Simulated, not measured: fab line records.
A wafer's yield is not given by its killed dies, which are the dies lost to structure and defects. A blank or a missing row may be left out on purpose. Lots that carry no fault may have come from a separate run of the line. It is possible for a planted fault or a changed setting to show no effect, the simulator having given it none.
fab line records | flow nand-harc
record lots=6 wafers=18 last-day=33
route steps=1302 shown A_BLC@1133 A_M0@1137 END@1302
lots that met no fault: taken from a fault-free run of the same line
start-h: start of the lot's first displayed wafer, in hours after the record's first day | wait-h: time in hours since the lot's previous step | " unchanged from the row above | L1.1+2: one row covering several wafers at once | - either no value or no given start | * or withheld: withheld | < > ~ a bound
route shown NAME@n: names a module that has steps shown in the file, with the first one's number in the route | usual: average and standard deviation across the fault-free wafers | same: alike in all rows | chamber/n: place in a boat | sites: the reading at each site | _std_site: the values' standard deviation | _edge_site: inner sites' mean taken away from outer sites' mean | radius-mm: how far each site lies from the wafer's centre | mask NAME#n: copy n | behind: tool/chamber where the wafer was last shaped | hold: why the lot was held/for how many hours/how that ended | device: names the non-switching transistor (n, p or np) | end of line: the route-end tests of the same wafers | a step given without rows: its recipe and nothing more | killed: dies lost to structure and defects at the first sort, not the wafer's yield | map: a wafer's dies, marking killed ones x, the rest . and places with no die _
set.NAME: setting as actually run; set.NAME@STEP: the setting as run at that earlier step | model.NAME: the simulator's own value behind a step, which no gauge read
lots seen at some steps along the route; tables by step, rows by wafer
services: a tool's chamber out of use, with start hour (start-h, from the record's first day; less than 0 if before it), hours out, and reason
## steps
# step NHARC_A_BLC_CMP_25
# recipe t-overpolish-s=30 target-thk-nm=150
# usual motor-current-A=12.5/1.1 overpolish-run-s=30.001/0.0089 time-to-endpoint-s=31/3.6
# columns lot.wafer tool chamber start-h wait-h motor-current-A overpolish-run-s time-to-endpoint-s
L896.1 cmp-02 0 551.38 0.5 10.3 29.983 28
L896.5 " 0 " " 10.8 30.016 24
L896.6 " 1 " " 14.3 29.991 26
L901.3 cmp-01 2 597.35 0.3 12.1 29.982 36
L901.2 " 3 " " 12.6 29.995 27
L901.6 " 2 " " 12.6 30.021 36
L899.2 cmp-04 1 598.46 0.5 12.4 30.004 27
L899.1 " 2 " " 14.1 29.992 35
L899.6 " 1 " " 12.9 30.004 29
L902.1 cmp-01 1 613.39 0.4 13.8 29.997 29
L902.4 " 0 " " 12.6 29.991 29
L902.5 " 1 " " 14.5 30.008 30
L912.2 cmp-02 0 723.70 0.4 10.5 30.001 25
L912.6 " 0 " " 10.2 30.004 27
L912.5 " 1 " " 14.1 29.999 30
L914.4 cmp-01 0 738.68 0.3 12.6 29.990 31
L914.2 " 1 " " 13.6 30.007 34
L914.6 " 3 " " 11.5 30.014 29
# step NHARC_A_BLC_SRD_27
# step NHARC_A_BLC_INSPECT_28
# usual raw-defect-count=505/120
# columns lot.wafer tool chamber start-h wait-h raw-defect-count
L896.1 defect-inspect-01 - 551.78 0.1 690
L896.5 " - " " 565
L896.6 " - " " 567
L901.2 defect-inspect-01 - 597.72 0.1 623
L901.3 " - " " 440
L901.6 " - " " 439
L899.1 defect-inspect-02 - 598.84 0.1 659
L899.2 " - " " 348
L899.6 " - " " 593
L902.1 defect-inspect-01 - 613.79 0.1 763
L902.4 " - " " 716
L902.5 " - " " 506
L912.2 defect-inspect-02 - 724.10 0.1 460
L912.5 " - " " 531
L912.6 " - " " 445
L914.2 defect-inspect-01 - 739.06 0.1 464
L914.4 " - " " 428
L914.6 " - " " 445
# step NHARC_A_M0_DEP_00
# recipe target-thk-a=1500 target-thk-nm=150 temp-c=withheld pressure-torr=5 flow-sccm=200 rf-w=600 material=SiOC
# step NHARC_A_M0_DEHYDRATE_01
# recipe temp-c=150 time-s=120
# step NHARC_A_M0_HMDS_02
# recipe time-s=30
# step NHARC_A_M0_COAT_33
# recipe temp-c=200 time-s=65
# step NHARC_A_M0_COAT_03
# recipe spin-rpm=1500 resist-thk-nm=90
# step NHARC_A_M0_SOFTBAKE_04
# recipe temp-c=105 time-s=55
# step NHARC_A_M0_EBR_05
# step NHARC_A_M0_EXPOSE_06
# recipe na=1.35 target-cd-nm=80 dose-mj=83.25 mask-id=A_M0
# step NHARC_A_M0_PEB_07
# recipe peb-temp-c=100 peb-time-s=65
# columns lot.wafer tool chamber start-h wait-h
L896.1+5+6 litho-track-01 0 552.48 0.1
L901.2+3+6 litho-track-01 0 598.54 0.1
L899.1+2+6 litho-track-01 0 599.66 0.1
L902.1+4+5 litho-track-04 0 614.61 0.1
L912.2+5+6 litho-track-04 0 725.20 0.1
L914.2+4+6 litho-track-04 0 739.75 0.1
# step NHARC_A_M0_DEVELOP_08
# recipe develop-time-s=35 dev-temp-c=23
# step NHARC_A_M0_CD_MEAS_09
# recipe target-cd-nm=80 landing-energy-ev=500
# usual cd-nm=80.4/0.72
# same landing-energy-ev=500
# columns lot.wafer tool chamber start-h wait-h cd-nm
L896.1 cd-sem-03 0 552.56 - 80.4
L896.5 " 0 " " 78.6
L896.6 " 0 " " 79.0
L901.2 cd-sem-02 0 598.62 - 86.1
L901.3 " 0 " " 85.5
L901.6 " 0 " " 86.2
L899.1 cd-sem-01 0 599.74 - 86.4
L899.2 " 0 " " 86.7
L899.6 " 0 " " 84.9
L902.1 cd-sem-03 0 614.69 - 82.2
L902.4 " 0 " " 81.0
L902.5 " 0 " " 80.7
L912.2 cd-sem-01 0 725.28 - 80.0
L912.5 " 0 " " 81.4
L912.6 " 0 " " 80.0
L914.2 cd-sem-03 0 739.83 - 80.2
L914.4 " 0 " " 80.2
L914.6 " 0 " " 79.8
# step NHARC_A_M0_OVL_MEAS_10
# recipe pitch-nm=160
# usual overlay-x-nm=0.3/1.1 overlay-y-nm=0.1/0.72
# columns lot.wafer tool chamber start-h wait-h overlay-x-nm overlay-y-nm
L896.1 overlay-02 - 552.65 - 2.3 -0.1
L896.5 " - " " 2.0 0.2
L896.6 " - " " 1.5 0.4
L901.2 overlay-02 - 598.70 - 1.3 0.7
L901.3 " - " " 0.7 0.6
L901.6 " - " " 0.7 0.8
L899.1 overlay-01 - 599.83 - 0.7 -0.4
L899.2 " - " " 1.8 0.0
L899.6 " - " " 1.1 0.3
L902.1 overlay-02 - 614.78 - 0.9 0.0
L902.4 " - " " 0.7 -0.1
L902.5 " - " " 1.2 0.2
L912.2 overlay-02 - 725.37 - -1.5 0.6
L912.5 " - " " -1.9 0.2
L912.6 " - " " -1.6 1.1
L914.2 overlay-01 - 739.92 - -1.1 -0.5
L914.4 " - " " -1.1 -0.3
L914.6 " - " " -0.9 -0.3
# step NHARC_A_M0_INSPECT_11
# usual raw-defect-count=85/44
# columns lot.wafer tool chamber start-h wait-h raw-defect-count
L896.1 defect-inspect-02 - 552.68 0.0 158
L896.5 " - " " 128
L896.6 " - " " 161
L901.2 defect-inspect-01 - 598.74 0.0 150
L901.3 " - " " 151
L901.6 " - " " 171
L899.1 defect-inspect-02 - 599.86 0.0 105
L899.2 " - " " 106
L899.6 " - " " 106
L902.1 defect-inspect-02 - 614.82 0.0 136
L902.4 " - " " 129
L902.5 " - " " 147
L912.2 defect-inspect-01 - 725.40 0.0 97
L912.5 " - " " 96
L912.6 " - " " 101
L914.2 defect-inspect-01 - 739.95 0.0 99
L914.4 " - " " 77
L914.6 " - " " 102
# step NHARC_A_M0_DESCUM_14
# recipe time-s=3 o2-flow-sccm=200 ar-flow-sccm=0 bias-power-w=0 chemistry=O2
# usual drypump-motor-current-A=5.8/0.35 o2-flow-sccm=200.1/0.71 oes-product-au=1.001/0.013 rf-vpp-V=57.8/0.86 showerhead-plenum-p-Torr=1.90/0.083 throttle-valve-pct=11.312/0.0091
# columns lot.wafer tool chamber start-h wait-h drypump-motor-current-A o2-flow-sccm oes-product-au rf-hours-counter-h rf-vpp-V showerhead-plenum-p-Torr throttle-valve-pct model.A_M0.cd-nm
L896.1 rie-diel-06 3 552.77 0.1 5.6 200.3 0.991 4.2 56.5 1.88 11.329 80.91
L896.5 " 1 " " 6.1 196.4 1.017 - 56.1 1.78 11.317 78.48
L896.6 " 2 " " 6.1 200.7 1.029 - 55.8 1.99 11.314 78.97
L901.2 rie-diel-05 1 598.82 0.1 6.0 201.5 0.978 0.0 57.6 1.88 11.303 86.75
L901.3 " 2 " " 5.6 200.2 1.009 0.1 57.5 1.98 11.293 85.4
L901.6 " 3 " " 5.4 199.9 1.008 - 58.3 1.78 11.308 86.18
L899.1 rie-diel-05 1 599.93 0.1 5.9 199.6 0.976 0.1 58.4 1.88 11.305 87.56
L899.2 " 3 " " 5.5 201.1 1.005 0.2 58.6 1.78 11.309 86.58
L899.6 " 1 " " 5.9 199.1 0.977 - 58.2 1.88 11.317 85.86
L902.1 rie-diel-08 2 614.89 0.1 5.9 199.9 0.995 4.4 57.7 1.94 11.300 82.06
L902.4 " 0 " " 5.1 199.9 0.994 - 58.5 1.96 11.293 79.73
L902.5 " 3 " " 5.4 199.8 0.990 - 58.3 1.85 11.309 80.04
L912.2 rie-diel-05 2 725.49 0.1 5.6 200.8 1.025 7.0 58.1 1.98 11.304 80.41
L912.6 " 3 " " 5.4 200.0 1.004 - 56.3 1.77 11.325 81.04
L912.5 " 2 " " 5.5 201.2 1.017 - 57.5 1.98 11.317 81.55
L914.4 rie-diel-06 1 740.02 0.1 6.2 199.0 0.991 3.5 57.8 1.78 11.316 80.96
L914.2 " 2 " " 6.1 200.1 1.017 3.3 57.6 1.98 11.300 80.43
L914.6 " 0 " " 6.5 199.9 1.007 - 57.9 2.05 11.307 80.58
# step NHARC_A_M0_ETCH_34
# recipe target-depth-a=400 overetch-a=120 time-s=43.94 ion-energy-ev=200 n2-flow-sccm=150 h2-flow-sccm=150 ar-flow-sccm=0 rf-w=400 bias-w=150 chemistry=N2/H2
# usual drypump-motor-current-A=5.8/0.34 n2-flow-sccm=150.0/0.42 oes-product-au=1.001/0.014 rf-vpp-V=430.1/2.5 showerhead-plenum-p-Torr=2.02/0.09 throttle-valve-pct=14.169/0.0096
# columns lot.wafer tool chamber start-h wait-h drypump-motor-current-A n2-flow-sccm oes-product-au rf-hours-counter-h rf-vpp-V showerhead-plenum-p-Torr throttle-valve-pct
L896.1 rie-diel-06 2 552.85 0.1 6.1 150.4 1.031 4.0 433.4 2.12 14.166
L896.6 " 2 " " 6.0 150.6 1.026 - 433.5 2.12 14.176
L896.5 " 3 " " 5.6 149.9 1.000 - 428.9 2.01 14.174
L901.3 rie-diel-05 0 598.89 0.1 6.0 149.9 0.998 0.0 429.2 2.02 14.173
L901.2 " 3 " " 5.5 150.2 1.001 0.1 425.4 1.89 14.164
L901.6 " 0 " " 6.0 149.8 1.009 - 429.8 2.02 14.184
L899.1 rie-diel-05 1 600.02 0.1 6.0 150.1 0.982 0.1 430.4 2.01 14.165
L899.2 " 2 " " 5.6 150.7 1.015 0.2 432.6 2.11 14.184
L899.6 " 0 " " 6.0 149.1 1.003 - 430.3 2.02 14.167
L902.1 rie-diel-08 0 614.98 0.1 5.1 150.5 0.998 6.1 430.9 2.10 14.173
L902.4 " 2 " " 5.8 150.5 0.988 - 430.5 2.07 14.160
L902.5 " 3 " " 5.5 150.5 1.012 - 428.6 1.97 14.189
L912.2 rie-diel-05 3 725.58 0.1 5.5 150.7 1.007 6.8 425.9 1.89 14.166
L912.5 " 2 " " 5.5 149.8 1.010 - 431.5 2.11 14.162
L912.6 " 3 " " 5.5 150.3 1.010 - 426.8 1.89 14.189
L914.4 rie-diel-06 3 740.11 0.1 5.6 150.0 0.991 2.8 429.0 2.00 14.186
L914.2 " 1 " " 6.2 149.4 0.989 3.5 426.0 1.89 14.161
L914.6 " 3 " " 5.6 150.0 1.005 - 429.6 2.00 14.147
# step NHARC_A_M0_ETCH_15
# recipe target-depth-a=1500 overetch-a=150 time-s=82.5 c4f8-flow-sccm=withheld ar-flow-sccm=400 rf-w=600 bias-w=300 chemistry=C4F8/Ar
# usual oes-product-au=0.952/0.026 rf-vpp-V=440.3/2.8
# columns lot.wafer tool chamber start-h wait-h oes-product-au rf-hours-counter-h rf-vpp-V model.A_M0.cd-nm
L896.1 rie-diel-06 2 - - 0.975 4.0 443.2 81
L896.6 " 2 " " 0.976 - 443.2 78.89
L896.5 " 1 " " 0.987 - 436.9 78.62
L901.2 rie-diel-05 2 - - 0.994 0.1 443.5 86.06
L901.3 " 1 " " 0.953 0.1 440.2 85.14
L901.6 " 2 " " 0.999 - 442.4 85.62
L899.1 rie-diel-05 2 - - 0.987 0.2 443.7 87.05
L899.2 " 0 " " 0.980 0.2 440.3 86.62
L899.6 " 1 " " 0.938 - 438.9 85.56
L902.1 rie-diel-08 2 - - 0.922 4.4 440.4 81.48
L902.5 " 0 " " 0.928 - 441.8 79.6
L902.4 " 2 " " 0.924 - 441.3 80.37
L912.2 rie-diel-05 2 - - 0.934 7.1 442.2 79.87
L912.5 " 0 " " 0.910 - 441.0 81.81
L912.6 " 2 " " 0.926 - 443.3 80.17
L914.4 rie-diel-06 3 - - 0.977 2.8 439.9 79.83
L914.2 " 1 " " 0.968 3.6 437.3 80.52
L914.6 " 2 " " 1.000 - 443.3 80
# step NHARC_A_M0_CD_MEAS_16
# usual cd-nm=80.4/0.92
# columns lot.wafer tool chamber start-h wait-h cd-nm
L896.1 cd-sem-02 - 553.09 - 80.7
L896.5 " - " " 78.4
L896.6 " - " " 78.7
L901.2 cd-sem-02 - 599.10 - 86.2
L901.3 " - " " 85.1
L901.6 " - " " 85.7
L899.1 cd-sem-03 - 600.23 - 87.0
L899.2 " - " " 86.8
L899.6 " - " " 85.7
L902.1 cd-sem-01 - 615.22 - 81.5
L902.4 " - " " 80.1
L902.5 " - " " 79.8
L912.2 cd-sem-01 - 725.81 - 79.9
L912.5 " - " " 81.8
L912.6 " - " " 80.0
L914.2 cd-sem-03 - 740.32 - 80.6
L914.4 " - " " 79.7
L914.6 " - " " 80.0
# step NHARC_END_SORT_01
# recipe temp-c=25
# usual defect-limited-yield=91/3.2 killed-at-array=55/22 killed-at-other=0.9/1.2 killed-at-periphery=3.6/2.3 killed-dies=60/22 killed-open=3.2/1.9 killed-short=2.5/1.6
# same gross-dies=677
# columns lot.wafer tool chamber start-h wait-h defect-limited-yield[%] killed-at-array killed-at-other killed-at-periphery killed-dies killed-open killed-short
L901.2 prober-02 0 640.80 2.8 85 96 0 3 99 2 5
L901.3 prober-02 0 641.60 3.1 88 77 0 5 82 5 3
L899.1 prober-01 0 647.69 2.5 88 77 1 1 79 5 0
L899.2 prober-01 0 648.49 2.8 88 80 2 1 83 3 1
L902.1 prober-02 0 655.65 2.5 86 85 1 7 93 2 1
L902.4 prober-02 0 658.06 3.4 86 87 1 10 98 3 3
L902.5 prober-02 0 658.86 3.7 86 93 0 4 97 1 2
L912.2 prober-02 0 772.59 2.8 89 67 1 4 72 4 1
L912.5 prober-02 0 775.00 3.7 91 58 1 4 63 3 5
L912.6 prober-02 0 775.81 4.0 88 74 0 5 79 6 3
L914.2 prober-02 0 780.46 2.8 88 78 0 3 81 8 4
L914.4 prober-02 0 782.11 3.5 95 32 0 2 34 1 0
L914.6 prober-02 0 783.75 4.1 92 51 1 5 57 2 3
# killed by level:class
L901.2 A_SLIT:chamber-film-flake=29 A_CHANNEL_HOLE_D2:chamber-film-flake=28 A_CHANNEL_HOLE_D1:chamber-film-flake=27 A_CONTACT:chamber-film-flake=3 P_GATE:geometric-particle:short=1 A_ONON_D1:geometric-particle:short=1 A_CHANNEL_FILL_D1:geometric-particle:short=1 A_CHANNEL_FILL_D1:geometric-particle:open=1
L901.3 A_CHANNEL_HOLE_D2:chamber-film-flake=24 A_CHANNEL_HOLE_D1:chamber-film-flake=21 A_SLIT:chamber-film-flake=16 A_CONTACT:chamber-film-flake=4 A_M0:chamber-film-flake=3 A_DECK1_JOINT:chamber-film-flake=2 P_CONTACT:geometric-particle:short=1 P_CONTACT:geometric-particle:open=1
L899.1 A_CHANNEL_HOLE_D2:chamber-film-flake=35 A_CHANNEL_HOLE_D1:chamber-film-flake=31 A_WL_FILL:chamber-film-flake=2 P_GATE:geometric-particle:open=1 A_CHANNEL_HOLE_D1:geometric-particle:open=1 A_DECK1_JOINT:geometric-particle:open=1 A_CHANNEL_FILL_D2:geometric-particle:open=1 A_WL_FILL:geometric-particle:open=1
L899.2 A_CHANNEL_HOLE_D1:chamber-film-flake=35 A_CHANNEL_HOLE_D2:chamber-film-flake=32 A_M0:chamber-film-flake=2 A_SLIT:chamber-film-flake=2 A_BONDPAD:chamber-film-flake=2 THIN_TSV:chamber-film-flake=2 P_M1:geometric-particle:open=1 A_CHANNEL_FILL_D1:geometric-particle:open=1
L902.1 A_CHANNEL_HOLE_D1:chamber-film-flake=31 A_CHANNEL_HOLE_D2:chamber-film-flake=29 A_SLIT:chamber-film-flake=19 P_GATE:chamber-film-flake=3 P_M0:chamber-film-flake=3 A_DECK1_JOINT:chamber-film-flake=2 A_CHANNEL_FILL_D1:geometric-particle:short=1 A_CONTACT:geometric-particle:open=1
L902.4 A_SLIT:chamber-film-flake=34 A_CHANNEL_HOLE_D1:chamber-film-flake=30 A_CHANNEL_HOLE_D2:chamber-film-flake=16 P_M0:chamber-film-flake=5 P_GATE:chamber-film-flake=3 P_CONTACT:geometric-particle:short=1 A_CHANNEL_FILL_D1:geometric-particle:open=1 A_ONON_D2:geometric-particle:open=1
L902.5 A_SLIT:chamber-film-flake=38 A_CHANNEL_HOLE_D1:chamber-film-flake=36 A_CHANNEL_HOLE_D2:chamber-film-flake=13 P_GATE:chamber-film-flake=3 A_CONTACT:chamber-film-flake=2 A_ONON_D1:geometric-particle:short=1 A_DECK1_JOINT:geometric-particle:open=1 A_CHANNEL_FILL_D2:geometric-particle:short=1
L912.2 A_CONTACT:chamber-film-flake=15 A_CHANNEL_HOLE_D1:chamber-film-flake=14 A_CHANNEL_HOLE_D2:chamber-film-flake=14 A_SLIT:chamber-film-flake=9 A_CHANNEL_FILL_D1:chamber-film-flake=5 P_BONDPAD:chamber-film-flake=3 A_STAIRCASE:chamber-film-flake=3 A_WL_FILL:chamber-film-flake=2
L912.5 A_CHANNEL_HOLE_D2:chamber-film-flake=17 A_SLIT:chamber-film-flake=12 A_CONTACT:chamber-film-flake=8 A_CHANNEL_HOLE_D1:chamber-film-flake=5 P_BONDPAD:chamber-film-flake=4 A_CHANNEL_FILL_D1:chamber-film-flake=3 A_WL_FILL:chamber-film-flake=3 A_WL_FILL:geometric-particle:short=2
L912.6 A_CHANNEL_HOLE_D2:chamber-film-flake=34 A_CHANNEL_HOLE_D1:chamber-film-flake=14 A_CONTACT:chamber-film-flake=9 A_CHANNEL_FILL_D1:geometric-particle:open=3 P_BONDPAD:chamber-film-flake=3 A_CHANNEL_FILL_D2:chamber-film-flake=3 A_SLIT:chamber-film-flake=3 P_CONTACT:geometric-particle:open=2
L914.2 A_CHANNEL_HOLE_D2:chamber-film-flake=27 A_CHANNEL_HOLE_D1:chamber-film-flake=14 A_STAIRCASE:chamber-film-flake=11 A_SLIT:chamber-film-flake=5 P_GATE:chamber-film-flake=3 A_WL_FILL:chamber-film-flake=3 A_ONON_D2:geometric-particle:open=2 A_WL_FILL:geometric-particle:short=2
L914.4 A_CHANNEL_HOLE_D2:chamber-film-flake=11 A_CHANNEL_HOLE_D1:chamber-film-flake=10 A_STAIRCASE:chamber-film-flake=9 P_M0:geometric-particle:open=1 P_GATE:chamber-film-flake=1 A_SGD_CUT:chamber-film-flake=1 A_SLIT:chamber-film-flake=1
L914.6 A_CHANNEL_HOLE_D2:chamber-film-flake=17 A_CHANNEL_HOLE_D1:chamber-film-flake=9 A_STAIRCASE:chamber-film-flake=9 A_SLIT:chamber-film-flake=8 P_GATE:chamber-film-flake=4 P_CONTACT:geometric-particle:open=1 A_BLC:geometric-particle:open=1 A_DECK1_JOINT:geometric-particle:short=1
## services
# columns tool chamber start-h hours kind
rie-diel-06 0 533.93 27.3 repair
rie-diel-08 - 545.27 9.0 pm
cmp-02 - 550.25 0.6 repair
litho-track-04 - 553.00 7.0 pm
rie-diel-05 2 570.26 6.1 repair
cmp-01 - 577.72 4.0 pm
rie-diel-05 - 583.73 9.0 pm
rie-diel-06 - 586.36 0.4 repair
rie-diel-08 1 601.31 15.1 repair
rie-diel-06 1 606.07 2.9 repair
rie-diel-08 0 635.84 4.7 repair
cmp-01 - 637.66 2.3 repair
rie-diel-05 3 649.22 3.5 repair
rie-diel-06 - 661.21 9.0 pm
rie-diel-08 3 669.66 14.6 repair
cmp-01 - 675.72 4.0 pm
litho-track-01 - 680.00 7.0 pm
rie-diel-05 1 689.59 38.9 repair
rie-diel-06 3 697.35 2.2 repair
rie-diel-06 3 702.07 7.0 repair
rie-diel-08 2 708.62 8.6 repair
rie-diel-06 3 709.86 5.1 repair
rie-diel-08 - 722.27 9.0 pm
litho-track-04 - 728.00 7.0 pm
## key
first-sign step=NHARC_A_M0_CD_MEAS_09 reading=cd-nm direction=up sigmas=7.7 usual=80.4 struck=86.0
effect step=NHARC_A_M0_CD_MEAS_16 reading=cd-nm direction=up sigmas=6.2 usual=80.4 struck=86.1
model-effect step=NHARC_A_M0_DESCUM_14 value=A_M0.cd-nm without=80.19 struck=86.39
model-effect step=NHARC_A_M0_ETCH_15 value=A_M0.cd-nm without=79.81 struck=86.01
met-at NHARC_A_M0_PEB_07
struck-wafers L899.1,L899.2,L899.6,L901.2,L901.3,L901.6
onset-between 552.48 598.54
fault kind=process-parameter-drift tool=litho-track-01 chamber=- onset-h=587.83 steps=NHARC_A_M0_PEB_07 channel=peb-time-s offset=* shape=step end-h=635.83 acts-in=* stated=*
